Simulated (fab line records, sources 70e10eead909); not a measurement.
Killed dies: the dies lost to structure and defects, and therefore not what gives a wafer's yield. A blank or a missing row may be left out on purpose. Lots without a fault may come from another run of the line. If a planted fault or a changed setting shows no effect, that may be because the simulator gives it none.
Chamber matching ; flow nand harc ; rie diel-03 running NHARC_A_SGD_CUT_ETCH_58: 4 sister chambers
The step etches the open film in CF4, target depth 39 nm, time 65 s. 8 wafers are shown with their chamber, then 7 later ones without.

## WAFERS PAIRED WITH THEIR CHAMBERS
wafer;chamber;showerhead plenum p Torr (Torr);oes product au (a.u.)
L080.6;2;1.83;0.996
L084.4;1;1.74;0.993
L084.5;3;1.77;1.013
L087.1;1;1.74;0.989
L087.2;0;1.86;0.995
L087.3;3;1.76;1.010
L089.2;0;1.86;1.004
L089.4;2;1.83;0.998

## WAFERS WITHOUT THEIR CHAMBER
wafer;showerhead plenum p Torr (Torr);oes product au (a.u.)
L089.5;1.74;1.010
L088.2;1.76;1.010
L088.5;1.74;0.990
L088.6;1.86;0.990
L093.1;1.74;0.998
L093.2;1.83;0.980
L093.5;1.76;1.009

## EACH ONE'S CHAMBER
wafer;from the rows above;in truth
L089.5;can't be placed: 1 or 3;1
L088.2;3;3
L088.5;1;1
L088.6;0;0
L093.1;1;1
L093.2;2;2
L093.5;3;3
Correctly placed: 6 of 7. From these rows, 1 cannot be placed; in 1 the true chamber is one of the candidates. Placed wrongly: 0.
How it was worked out, from the rows above alone: a wafer's distance from a chamber is the root of the sum, over the readings, of the square of ((its reading less the chamber's mean) divided by the reading's scatter). The wafer belongs to the nearest chamber; if the next one is less than 2 further off, it can't be placed. A chamber's mean is the mean of its shown wafers. The scatter: the root of (the sum of the squares of (reading less its chamber's mean) over the shown wafers, divided by (wafers less chambers)).
